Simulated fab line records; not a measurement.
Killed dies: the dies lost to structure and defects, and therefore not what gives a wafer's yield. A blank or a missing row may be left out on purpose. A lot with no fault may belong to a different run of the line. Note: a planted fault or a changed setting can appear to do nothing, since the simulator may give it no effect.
Chamber matching | flow n5-finfet | N5_FIN_SAQP_HM_OPEN_33 on rie-diel-02 has 4 sister chambers
The step chemistry CH3F/O2, target SiNx, target depth 49.4 nm, time 70.6 s. 4 wafers are shown with their chamber, then 7 later ones without.

== WAFERS, EACH WITH ITS CHAMBER ==
wafer  | chamber | throttle-valve-pct (%)
L075.3 | 2       | 16.77
L077.5 | 0       | 16.20
L078.1 | 3       | 16.56
L078.3 | 1       | 16.17

== WAFERS MISSING THEIR CHAMBER ==
wafer  | throttle-valve-pct (%)
L078.6 | 16.15
L085.2 | 16.80
L085.4 | 16.20
L085.5 | 16.57
L093.2 | 16.22
L093.4 | 16.25
L093.5 | 16.62

== CHAMBER TAKEN BY EACH ==
wafer  | from the rows above     | in truth
L078.6 | can't be placed: 1 or 0 | 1
L085.2 | 2                       | 2
L085.4 | can't be placed: 0 or 1 | 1
L085.5 | 3                       | 3
L093.2 | can't be placed: 0 or 1 | 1
L093.4 | can't be placed: 0 or 1 | 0
L093.5 | 3                       | 3
3 of 7 placed correctly. Unplaceable from these rows: 4, with the true chamber sitting among the candidates in 4. Placed wrongly: 0.
How it was worked out, from the rows above alone: a wafer's distance from a chamber is the root of the sum, over the readings, of the square of ((its reading less the chamber's mean) divided by the reading's scatter). If the next closest chamber is less than 2 further off than the closest, the wafer can't be placed; otherwise it belongs to the closest. The mean given for a chamber averages the wafers shown for that chamber. The scatter: root of mean squared gap, hidden wafer to nearest shown wafer, with one shown wafer a chamber.
